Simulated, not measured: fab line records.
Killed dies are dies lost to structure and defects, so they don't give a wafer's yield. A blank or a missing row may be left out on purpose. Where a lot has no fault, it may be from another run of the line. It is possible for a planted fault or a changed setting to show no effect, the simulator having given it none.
fab line records :: flow n5_finfet :: part 2 of 2: steps 25 to 30 of 30
record:
  lots: 5
  wafers: 15
  last_day: 16
route steps=1938 shown MOL_CONTACT_COAG@629 BEOL_M0_SAQP@632
lots that met no fault: taken from a fault-free run of the same line
start_h: the number of hours between the record's first day and the start of the first shown wafer of the lot :: wait_h: how many hours have passed since the lot's step before this one :: " unchanged from the row above :: L1.1+2: several wafers, shown together as one row :: - either no value or no given start :: * or withheld: withheld :: < > ~ a bound
route shown NAME@n: a module of which the file shows steps, and the number in the route of the first :: usual: mean and standard deviation over wafers with no fault :: same: alike in all rows :: chamber/n: place in a boat :: sites: readings site by site :: _std_site: standard deviation of those values :: _edge_site: outer sites' mean less inner sites' :: radius_mm: how far each site lies from the wafer's centre :: mask NAME#n: copy n :: behind: the last tool/chamber to shape the wafer :: hold: cause of the lot's hold/its duration in hours/its outcome :: device: the transistor (n, p or np) that didn't switch :: end of line: tests of these same wafers at the route's end :: where a step has no rows: the recipe by itself :: killed: count of dies lost to structure and defects at first sort (not the wafer's yield) :: map: shows each die of a wafer: x if killed, . if not, _ if none is there
set.NAME: the run value of the setting; set.NAME@STEP: its run value at that earlier step :: model.NAME: the simulator's own value behind a step, which no gauge read
certain route steps with their lots: each step a table, each wafer a row
services: from which hour (start_h, from the record's first day; less than 0 if before it) a tool's chamber was out of use, for how many hours, and why
== steps ==
step: N5_BEOL_M0_SAQP_ETCH_84
recipe:
  chemistry: N2/H2
  target: SOC
  target_depth_a: 1000
  overetch_a: 200
  mask_material: SiARC
  temp_c: 40
  time_s: 150
  ion_energy_ev: 200
  pressure_mtorr: 30
  source_w: 840
  bias_w: 150
  n2_flow_sccm: 200
  h2_flow_sccm: 200
usual:
  bias_w: 150.1/0.44
  drypump_motor_current_A: 5.8/0.46
  oes_product_au: 0.71/0.055
  rf_vpp_V: 523.7/1.9
  showerhead_plenum_p_Torr: 2.54/0.053
  throttle_valve_pct: 17.77/0.26
lot.wafer: L081.3
tool: rie_diel-05
chamber: 3
start_h: 149.19
wait_h: 0.0
bias_w: 150.1
drypump_motor_current_A: 6.4
oes_product_au: 0.74
rf_hours_counter_h: 75
rf_vpp_V: 521.8
showerhead_plenum_p_Torr: 2.49
throttle_valve_pct: 18.15

lot.wafer: L081.4
tool: rie_diel-05
chamber: 0
start_h: 149.19
wait_h: 0.0
bias_w: 150.2
drypump_motor_current_A: 5.9
oes_product_au: 0.65
rf_hours_counter_h: 216
rf_vpp_V: 523.6
showerhead_plenum_p_Torr: 2.51
throttle_valve_pct: 17.92

lot.wafer: L081.6
tool: rie_diel-05
chamber: 2
start_h: 149.19
wait_h: 0.0
bias_w: 150.0
drypump_motor_current_A: 5.9
oes_product_au: 0.73
rf_hours_counter_h: -
rf_vpp_V: 524.7
showerhead_plenum_p_Torr: 2.55
throttle_valve_pct: 17.43

lot.wafer: L083.2
tool: rie_diel-05
chamber: 0
start_h: 162.07
wait_h: 0.0
bias_w: 149.9
drypump_motor_current_A: 5.8
oes_product_au: 0.65
rf_hours_counter_h: 218
rf_vpp_V: 522.0
showerhead_plenum_p_Torr: 2.51
throttle_valve_pct: 17.93

lot.wafer: L083.4
tool: rie_diel-05
chamber: 2
start_h: 162.07
wait_h: 0.0
bias_w: 150.4
drypump_motor_current_A: 5.8
oes_product_au: 0.74
rf_hours_counter_h: 92
rf_vpp_V: 523.8
showerhead_plenum_p_Torr: 2.55
throttle_valve_pct: 17.43

lot.wafer: L083.6
tool: rie_diel-05
chamber: 0
start_h: 162.07
wait_h: 0.0
bias_w: 150.1
drypump_motor_current_A: 5.9
oes_product_au: 0.65
rf_hours_counter_h: -
rf_vpp_V: 523.7
showerhead_plenum_p_Torr: 2.51
throttle_valve_pct: 17.90

lot.wafer: L088.1
tool: rie_diel-05
chamber: 0
start_h: 191.52
wait_h: 0.0
bias_w: 150.2
drypump_motor_current_A: 5.9
oes_product_au: 0.64
rf_hours_counter_h: 224
rf_vpp_V: 522.3
showerhead_plenum_p_Torr: 2.51
throttle_valve_pct: 17.93

lot.wafer: L088.3
tool: rie_diel-05
chamber: 2
start_h: 191.52
wait_h: 0.0
bias_w: 150.1
drypump_motor_current_A: 5.9
oes_product_au: 0.72
rf_hours_counter_h: 102
rf_vpp_V: 523.1
showerhead_plenum_p_Torr: 2.54
throttle_valve_pct: 17.45

lot.wafer: L088.5
tool: rie_diel-05
chamber: 1
start_h: 191.52
wait_h: 0.0
bias_w: 149.4
drypump_motor_current_A: 5.7
oes_product_au: 0.65
rf_hours_counter_h: -
rf_vpp_V: 526.9
showerhead_plenum_p_Torr: 2.62
throttle_valve_pct: 17.58

lot.wafer: L089.1
tool: rie_diel-02
chamber: 3
start_h: 196.22
wait_h: 0.0
bias_w: 150.8
drypump_motor_current_A: 5.4
oes_product_au: 0.66
rf_hours_counter_h: 167
rf_vpp_V: 523.3
showerhead_plenum_p_Torr: 2.56
throttle_valve_pct: 18.25

lot.wafer: L089.3
tool: rie_diel-02
chamber: 2
start_h: 196.22
wait_h: 0.0
bias_w: 150.6
drypump_motor_current_A: 6.5
oes_product_au: 0.64
rf_hours_counter_h: 168
rf_vpp_V: 524.4
showerhead_plenum_p_Torr: 2.52
throttle_valve_pct: 17.87

lot.wafer: L089.5
tool: rie_diel-02
chamber: 1
start_h: 196.22
wait_h: 0.0
bias_w: 149.8
drypump_motor_current_A: 5.7
oes_product_au: 0.71
rf_hours_counter_h: -
rf_vpp_V: 520.9
showerhead_plenum_p_Torr: 2.45
throttle_valve_pct: 17.80

lot.wafer: L090.1
tool: rie_diel-05
chamber: 0
start_h: 199.39
wait_h: 0.0
bias_w: 150.9
drypump_motor_current_A: 5.8
oes_product_au: 0.64
rf_hours_counter_h: 227
rf_vpp_V: 523.3
showerhead_plenum_p_Torr: 2.50
throttle_valve_pct: 17.94

lot.wafer: L090.2
tool: rie_diel-05
chamber: 3
start_h: 199.39
wait_h: 0.0
bias_w: 149.9
drypump_motor_current_A: 6.4
oes_product_au: 0.73
rf_hours_counter_h: 91
rf_vpp_V: 520.4
showerhead_plenum_p_Torr: 2.48
throttle_valve_pct: 18.16

lot.wafer: L090.4
tool: rie_diel-05
chamber: 2
start_h: 199.39
wait_h: 0.0
bias_w: 149.8
drypump_motor_current_A: 5.9
oes_product_au: 0.72
rf_hours_counter_h: 105
rf_vpp_V: 524.8
showerhead_plenum_p_Torr: 2.54
throttle_valve_pct: 17.46
step: N5_BEOL_M0_SAQP_STRIP_80
recipe:
  chemistry: N2/H2
  temp_c: 40
  n2_flow_sccm: 200
  h2_flow_sccm: 200
  rf_frequency_hz: 6e+07
lot.wafer: L081.3+4+6
tool: rie_diel-05
chamber: 3,0,2
start_h: 149.28
wait_h: 0.0

lot.wafer: L083.2+4+6
tool: rie_diel-05
chamber: 0,2,0
start_h: 162.17
wait_h: 0.0

lot.wafer: L088.1+3+5
tool: rie_diel-05
chamber: 0,2,1
start_h: 191.62
wait_h: 0.0

lot.wafer: L089.1+3+5
tool: rie_diel-02
chamber: 3,2,1
start_h: 196.32
wait_h: 0.0

lot.wafer: L090.1+2+4
tool: rie_diel-05
chamber: 0,3,2
start_h: 199.49
wait_h: 0.0
step: N5_BEOL_M0_SAQP_HM_OPEN_112
recipe:
  chemistry: CHF3/O2
  target: SiO2
  stop_on: a-Si
  target_depth_a: 120
  over_etch_frac: 1.25
  mask_material: SOC
  time_s: 13.5
  pressure_mtorr: 30
  source_w: 650
  bias_w: 170
  Ar_flow_sccm: 200
  CHF3_flow_sccm: 50
  O2_flow_sccm: 5
  ion_energy_ev: 200
  ends: end_point
usual:
  CHF3_flow_sccm: 50.01/0.17
  bias_w: 170.0/0.49
  drypump_motor_current_A: 5.8/0.46
  oes_product_au: 0.52/0.041
  rf_vpp_V: 526/12
  showerhead_plenum_p_Torr: 2.40/0.048
  throttle_valve_pct: 18.73/0.21
lot.wafer: L081.3
tool: rie_diel-05
chamber: 3
start_h: 149.29
wait_h: 0.0
CHF3_flow_sccm: 49.73
bias_w: 169.2
drypump_motor_current_A: 6.4
oes_product_au: 0.54
rf_hours_counter_h: 75
rf_vpp_V: 527
showerhead_plenum_p_Torr: 2.37
throttle_valve_pct: 19.09

lot.wafer: L081.4
tool: rie_diel-05
chamber: 0
start_h: 149.29
wait_h: 0.0
CHF3_flow_sccm: 50.01
bias_w: 170.4
drypump_motor_current_A: 5.8
oes_product_au: 0.48
rf_hours_counter_h: 216
rf_vpp_V: 534
showerhead_plenum_p_Torr: 2.38
throttle_valve_pct: 18.83

lot.wafer: L081.6
tool: rie_diel-05
chamber: 2
start_h: 149.29
wait_h: 0.0
CHF3_flow_sccm: 49.98
bias_w: 170.1
drypump_motor_current_A: 5.9
oes_product_au: 0.54
rf_hours_counter_h: -
rf_vpp_V: 508
showerhead_plenum_p_Torr: 2.43
throttle_valve_pct: 18.55

lot.wafer: L083.2
tool: rie_diel-05
chamber: 0
start_h: 162.18
wait_h: 0.0
CHF3_flow_sccm: 50.05
bias_w: 170.7
drypump_motor_current_A: 5.9
oes_product_au: 0.47
rf_hours_counter_h: 218
rf_vpp_V: 536
showerhead_plenum_p_Torr: 2.38
throttle_valve_pct: 18.85

lot.wafer: L083.4
tool: rie_diel-05
chamber: 2
start_h: 162.18
wait_h: 0.0
CHF3_flow_sccm: 50.18
bias_w: 170.6
drypump_motor_current_A: 5.9
oes_product_au: 0.54
rf_hours_counter_h: 92
rf_vpp_V: 509
showerhead_plenum_p_Torr: 2.42
throttle_valve_pct: 18.53

lot.wafer: L083.6
tool: rie_diel-05
chamber: 0
start_h: 162.18
wait_h: 0.0
CHF3_flow_sccm: 49.98
bias_w: 170.1
drypump_motor_current_A: 5.9
oes_product_au: 0.47
rf_hours_counter_h: -
rf_vpp_V: 536
showerhead_plenum_p_Torr: 2.38
throttle_valve_pct: 18.83

lot.wafer: L088.1
tool: rie_diel-05
chamber: 0
start_h: 191.63
wait_h: 0.0
CHF3_flow_sccm: 50.07
bias_w: 170.3
drypump_motor_current_A: 5.9
oes_product_au: 0.47
rf_hours_counter_h: 224
rf_vpp_V: 536
showerhead_plenum_p_Torr: 2.38
throttle_valve_pct: 18.86

lot.wafer: L088.3
tool: rie_diel-05
chamber: 2
start_h: 191.63
wait_h: 0.0
CHF3_flow_sccm: 50.08
bias_w: 170.6
drypump_motor_current_A: 5.9
oes_product_au: 0.53
rf_hours_counter_h: 102
rf_vpp_V: 508
showerhead_plenum_p_Torr: 2.42
throttle_valve_pct: 18.54

lot.wafer: L088.5
tool: rie_diel-05
chamber: 1
start_h: 191.63
wait_h: 0.0
CHF3_flow_sccm: 50.07
bias_w: 169.7
drypump_motor_current_A: 5.6
oes_product_au: 0.49
rf_hours_counter_h: -
rf_vpp_V: 513
showerhead_plenum_p_Torr: 2.48
throttle_valve_pct: 18.64

lot.wafer: L089.1
tool: rie_diel-02
chamber: 3
start_h: 196.33
wait_h: 0.0
CHF3_flow_sccm: 49.93
bias_w: 170.7
drypump_motor_current_A: 5.4
oes_product_au: 0.48
rf_hours_counter_h: 167
rf_vpp_V: 539
showerhead_plenum_p_Torr: 2.37
throttle_valve_pct: 18.90

lot.wafer: L089.3
tool: rie_diel-02
chamber: 2
start_h: 196.33
wait_h: 0.0
CHF3_flow_sccm: 50.07
bias_w: 170.1
drypump_motor_current_A: 6.4
oes_product_au: 0.47
rf_hours_counter_h: 168
rf_vpp_V: 525
showerhead_plenum_p_Torr: 2.39
throttle_valve_pct: 18.94

lot.wafer: L089.5
tool: rie_diel-02
chamber: 1
start_h: 196.33
wait_h: 0.0
CHF3_flow_sccm: 49.88
bias_w: 169.7
drypump_motor_current_A: 5.7
oes_product_au: 0.53
rf_hours_counter_h: -
rf_vpp_V: 526
showerhead_plenum_p_Torr: 2.33
throttle_valve_pct: 18.70

lot.wafer: L090.1
tool: rie_diel-05
chamber: 0
start_h: 199.50
wait_h: 0.0
CHF3_flow_sccm: 49.91
bias_w: 170.4
drypump_motor_current_A: 5.8
oes_product_au: 0.47
rf_hours_counter_h: 227
rf_vpp_V: 536
showerhead_plenum_p_Torr: 2.38
throttle_valve_pct: 18.86

lot.wafer: L090.2
tool: rie_diel-05
chamber: 3
start_h: 199.50
wait_h: 0.0
CHF3_flow_sccm: 50.17
bias_w: 170.2
drypump_motor_current_A: 6.4
oes_product_au: 0.52
rf_hours_counter_h: 91
rf_vpp_V: 525
showerhead_plenum_p_Torr: 2.36
throttle_valve_pct: 19.11

lot.wafer: L090.4
tool: rie_diel-05
chamber: 2
start_h: 199.50
wait_h: 0.0
CHF3_flow_sccm: 50.08
bias_w: 170.3
drypump_motor_current_A: 5.8
oes_product_au: 0.54
rf_hours_counter_h: 105
rf_vpp_V: 507
showerhead_plenum_p_Torr: 2.42
throttle_valve_pct: 18.55
step: N5_BEOL_M0_SAQP_STRIP_113
recipe:
  chemistry: CHF3/O2
  resist: SiARC
  rf_frequency_hz: 6e+07
lot.wafer: L081.3+4+6
tool: rie_diel-05
chamber: 3,0,2
start_h: 149.35
wait_h: 0.0

lot.wafer: L083.2+4+6
tool: rie_diel-05
chamber: 0,2,0
start_h: 162.23
wait_h: 0.0

lot.wafer: L088.1+3+5
tool: rie_diel-05
chamber: 0,2,1
start_h: 191.68
wait_h: 0.0

lot.wafer: L089.1+3+5
tool: rie_diel-02
chamber: 3,2,1
start_h: 196.38
wait_h: 0.0

lot.wafer: L090.1+2+4
tool: rie_diel-05
chamber: 0,3,2
start_h: 199.55
wait_h: 0.0
step: N5_BEOL_M0_SAQP_MANDREL_ETCH_20
recipe:
  target_depth_a: 600
  chemistry: HBr/Cl2
  target: a-Si
  stop_on: SiNx
  bt_time_s: 10
  mask_material: SOC
  over_etch_frac: 0.5
  time_s: 30
  pressure_mtorr: 10
  icp_w: 800
  bias_w: 75
  HBr_flow_sccm: 150
  Cl2_flow_sccm: 80
  ends: end_point
usual:
  bias_w: 75.02/0.22
  drypump_motor_current_A: 5.6/0.45
  oes_product_au: 0.775/0.013
  throttle_valve_pct: 35.2/0.34
lot.wafer: L081.3
tool: rie_si-01
chamber: 3
start_h: 149.38
wait_h: 0.0
bias_w: 75.56
drypump_motor_current_A: 6.3
oes_product_au: 0.762
rf_hours_counter_h: 67
throttle_valve_pct: 35.6

lot.wafer: L081.4
tool: rie_si-01
chamber: 2
start_h: 149.38
wait_h: 0.0
bias_w: 75.12
drypump_motor_current_A: 5.0
oes_product_au: 0.781
rf_hours_counter_h: 152
throttle_valve_pct: 35.3

lot.wafer: L081.6
tool: rie_si-01
chamber: 2
start_h: 149.38
wait_h: 0.0
bias_w: 74.89
drypump_motor_current_A: 5.0
oes_product_au: 0.768
rf_hours_counter_h: -
throttle_valve_pct: 35.3

lot.wafer: L083.2
tool: rie_si-02
chamber: 0
start_h: 162.26
wait_h: 0.0
bias_w: 75.25
drypump_motor_current_A: 5.2
oes_product_au: 0.770
rf_hours_counter_h: 26
throttle_valve_pct: 35.7

lot.wafer: L083.4
tool: rie_si-02
chamber: 1
start_h: 162.26
wait_h: 0.0
bias_w: 75.08
drypump_motor_current_A: 5.2
oes_product_au: 0.780
rf_hours_counter_h: 27
throttle_valve_pct: 35.0

lot.wafer: L083.6
tool: rie_si-02
chamber: 1
start_h: 162.26
wait_h: 0.0
bias_w: 74.52
drypump_motor_current_A: 5.2
oes_product_au: 0.775
rf_hours_counter_h: -
throttle_valve_pct: 35.0

lot.wafer: L088.1
tool: rie_si-02
chamber: 0
start_h: 191.71
wait_h: 0.0
bias_w: 75.26
drypump_motor_current_A: 5.2
oes_product_au: 0.780
rf_hours_counter_h: 27
throttle_valve_pct: 35.6

lot.wafer: L088.3
tool: rie_si-02
chamber: 1
start_h: 191.71
wait_h: 0.0
bias_w: 75.04
drypump_motor_current_A: 5.2
oes_product_au: 0.770
rf_hours_counter_h: 28
throttle_valve_pct: 35.0

lot.wafer: L088.5
tool: rie_si-02
chamber: 3
start_h: 191.71
wait_h: 0.0
bias_w: 75.10
drypump_motor_current_A: 5.3
oes_product_au: 0.783
rf_hours_counter_h: -
throttle_valve_pct: 34.8

lot.wafer: L089.1
tool: rie_si-01
chamber: 0
start_h: 196.41
wait_h: 0.0
bias_w: 75.12
drypump_motor_current_A: 5.6
oes_product_au: 0.772
rf_hours_counter_h: 5
throttle_valve_pct: 34.7

lot.wafer: L089.3
tool: rie_si-01
chamber: 3
start_h: 196.41
wait_h: 0.0
bias_w: 75.15
drypump_motor_current_A: 6.3
oes_product_au: 0.771
rf_hours_counter_h: 68
throttle_valve_pct: 35.6

lot.wafer: L089.5
tool: rie_si-01
chamber: 2
start_h: 196.41
wait_h: 0.0
bias_w: 74.65
drypump_motor_current_A: 5.0
oes_product_au: 0.772
rf_hours_counter_h: -
throttle_valve_pct: 35.3

lot.wafer: L090.1
tool: rie_si-02
chamber: 0
start_h: 199.58
wait_h: 0.0
bias_w: 75.16
drypump_motor_current_A: 5.1
oes_product_au: 0.780
rf_hours_counter_h: 27
throttle_valve_pct: 35.7

lot.wafer: L090.2
tool: rie_si-02
chamber: 3
start_h: 199.58
wait_h: 0.0
bias_w: 74.99
drypump_motor_current_A: 5.3
oes_product_au: 0.781
rf_hours_counter_h: 136
throttle_valve_pct: 34.8

lot.wafer: L090.4
tool: rie_si-02
chamber: 2
start_h: 199.58
wait_h: 0.0
bias_w: 75.06
drypump_motor_current_A: 5.6
oes_product_au: 0.795
rf_hours_counter_h: 85
throttle_valve_pct: 34.8
step: N5_BEOL_M0_SAQP_STRIP_86
recipe:
  chemistry: N2/H2
  power_w: 500
  temp_c: 40
  pressure_mtorr: 50
  rf_frequency_hz: 6e+07
  overash_fraction: 0.3
  bias_power_w: 28
  h2_frac: 0.5
  n2_flow_sccm: 300
  h2_flow_sccm: 300
usual:
  drypump_motor_current_A: 5.8/0.49
  oes_product_au: 0.79/0.063
  rf_vpp_V: 121.8/1.4
  showerhead_plenum_p_Torr: 3.35/0.068
  throttle_valve_pct: 19.0/0.36
same:
  overash_fraction: 0.3
lot.wafer: L081.3
tool: rie_diel-03
chamber: 1
start_h: 149.48
wait_h: 0.1
drypump_motor_current_A: 4.8
oes_product_au: 0.93
rf_hours_counter_h: 7
rf_vpp_V: 120.1
showerhead_plenum_p_Torr: 3.45
throttle_valve_pct: 18.7

lot.wafer: L081.4
tool: rie_diel-03
chamber: 0
start_h: 149.48
wait_h: 0.1
drypump_motor_current_A: 5.4
oes_product_au: 0.86
rf_hours_counter_h: 69
rf_vpp_V: 122.3
showerhead_plenum_p_Torr: 3.28
throttle_valve_pct: 18.9

lot.wafer: L081.6
tool: rie_diel-03
chamber: 3
start_h: 149.48
wait_h: 0.1
drypump_motor_current_A: 6.7
oes_product_au: 0.84
rf_hours_counter_h: -
rf_vpp_V: 122.3
showerhead_plenum_p_Torr: 3.40
throttle_valve_pct: 19.0

lot.wafer: L083.2
tool: rie_diel-05
chamber: 3
start_h: 162.36
wait_h: 0.1
drypump_motor_current_A: 6.4
oes_product_au: 0.84
rf_hours_counter_h: 79
rf_vpp_V: 120.2
showerhead_plenum_p_Torr: 3.28
throttle_valve_pct: 19.5

lot.wafer: L083.4
tool: rie_diel-05
chamber: 1
start_h: 162.36
wait_h: 0.1
drypump_motor_current_A: 5.6
oes_product_au: 0.75
rf_hours_counter_h: 154
rf_vpp_V: 121.3
showerhead_plenum_p_Torr: 3.46
throttle_valve_pct: 18.5

lot.wafer: L083.6
tool: rie_diel-05
chamber: 1
start_h: 162.36
wait_h: 0.1
drypump_motor_current_A: 5.7
oes_product_au: 0.76
rf_hours_counter_h: -
rf_vpp_V: 123.5
showerhead_plenum_p_Torr: 3.46
throttle_valve_pct: 18.5

lot.wafer: L088.1
tool: rie_diel-05
chamber: 2
start_h: 191.93
wait_h: 0.2
drypump_motor_current_A: 5.9
oes_product_au: 0.81
rf_hours_counter_h: 102
rf_vpp_V: 121.1
showerhead_plenum_p_Torr: 3.36
throttle_valve_pct: 18.4

lot.wafer: L088.3
tool: rie_diel-05
chamber: 0
start_h: 191.93
wait_h: 0.2
drypump_motor_current_A: 5.8
oes_product_au: 0.72
rf_hours_counter_h: 224
rf_vpp_V: 119.9
showerhead_plenum_p_Torr: 3.31
throttle_valve_pct: 19.3

lot.wafer: L088.5
tool: rie_diel-05
chamber: 0
start_h: 191.93
wait_h: 0.2
drypump_motor_current_A: 5.8
oes_product_au: 0.72
rf_hours_counter_h: -
rf_vpp_V: 122.4
showerhead_plenum_p_Torr: 3.31
throttle_valve_pct: 19.3

lot.wafer: L089.1
tool: rie_diel-05
chamber: 1
start_h: 196.51
wait_h: 0.1
drypump_motor_current_A: 5.7
oes_product_au: 0.73
rf_hours_counter_h: 166
rf_vpp_V: 119.5
showerhead_plenum_p_Torr: 3.45
throttle_valve_pct: 18.5

lot.wafer: L089.3
tool: rie_diel-05
chamber: 3
start_h: 196.51
wait_h: 0.1
drypump_motor_current_A: 6.4
oes_product_au: 0.83
rf_hours_counter_h: 89
rf_vpp_V: 120.3
showerhead_plenum_p_Torr: 3.28
throttle_valve_pct: 19.5

lot.wafer: L089.5
tool: rie_diel-05
chamber: 0
start_h: 196.51
wait_h: 0.1
drypump_motor_current_A: 5.8
oes_product_au: 0.72
rf_hours_counter_h: -
rf_vpp_V: 122.3
showerhead_plenum_p_Torr: 3.31
throttle_valve_pct: 19.3

lot.wafer: L090.1
tool: rie_diel-05
chamber: 1
start_h: 199.68
wait_h: 0.1
drypump_motor_current_A: 5.7
oes_product_au: 0.73
rf_hours_counter_h: 167
rf_vpp_V: 121.7
showerhead_plenum_p_Torr: 3.45
throttle_valve_pct: 18.5

lot.wafer: L090.2
tool: rie_diel-05
chamber: 3
start_h: 199.68
wait_h: 0.1
drypump_motor_current_A: 6.4
oes_product_au: 0.82
rf_hours_counter_h: 91
rf_vpp_V: 122.6
showerhead_plenum_p_Torr: 3.28
throttle_valve_pct: 19.5

lot.wafer: L090.4
tool: rie_diel-05
chamber: 2
start_h: 199.68
wait_h: 0.1
drypump_motor_current_A: 5.9
oes_product_au: 0.80
rf_hours_counter_h: 105
rf_vpp_V: 120.5
showerhead_plenum_p_Torr: 3.36
throttle_valve_pct: 18.5
== services ==
tool: arfi_scanner-02
chamber: -
start_h: 120.28
hours: 3.9
kind: pm

tool: rie_diel-05
chamber: -
start_h: 122.19
hours: 0.2
kind: repair

tool: arfi_scanner-01
chamber: -
start_h: 124.77
hours: 2.1
kind: repair

tool: arfi_scanner-02
chamber: -
start_h: 125.08
hours: 4.9
kind: pm

tool: rie_diel-05
chamber: 3
start_h: 129.67
hours: 16.7
kind: repair

tool: arfi_scanner-02
chamber: -
start_h: 131.14
hours: 1.3
kind: pm

tool: arfi_scanner-01
chamber: -
start_h: 132.43
hours: 4.9
kind: pm

tool: arfi_scanner-02
chamber: -
start_h: 138.16
hours: 3.0
kind: repair

tool: pecvd-02
chamber: 0
start_h: 142.67
hours: 2.1
kind: scheduled_down

tool: arfi_scanner-02
chamber: 0
start_h: 147.11
hours: -
kind: calibration

tool: arfi_scanner-02
chamber: -
start_h: 149.98
hours: 1.6
kind: repair

tool: pvd_sputter-01
chamber: -
start_h: 150.27
hours: 1.8
kind: repair

tool: pecvd-02
chamber: 2
start_h: 158.51
hours: 5.0
kind: scheduled_down

tool: rie_diel-05
chamber: -
start_h: 159.80
hours: 1.1
kind: repair

tool: litho_track-03
chamber: -
start_h: 160.78
hours: -
kind: consumable_replace:filter

tool: arfi_scanner-01
chamber: -
start_h: 162.29
hours: 1.0
kind: pm

tool: arfi_scanner-01
chamber: -
start_h: 165.74
hours: 0.4
kind: repair

tool: pecvd-04
chamber: -
start_h: 168.14
hours: 0.8
kind: repair

tool: arfi_scanner-01
chamber: -
start_h: 171.93
hours: 1.3
kind: pm

tool: pecvd-04
chamber: 2
start_h: 177.30
hours: 2.1
kind: scheduled_down

tool: arfi_scanner-02
chamber: -
start_h: 177.80
hours: 0.8
kind: pm

tool: pecvd-03
chamber: 2
start_h: 178.89
hours: 16.5
kind: scheduled_down

tool: pecvd-04
chamber: 2
start_h: 187.96
hours: 5.0
kind: scheduled_down

tool: rie_diel-03
chamber: 2
start_h: 189.48
hours: 14.7
kind: repair
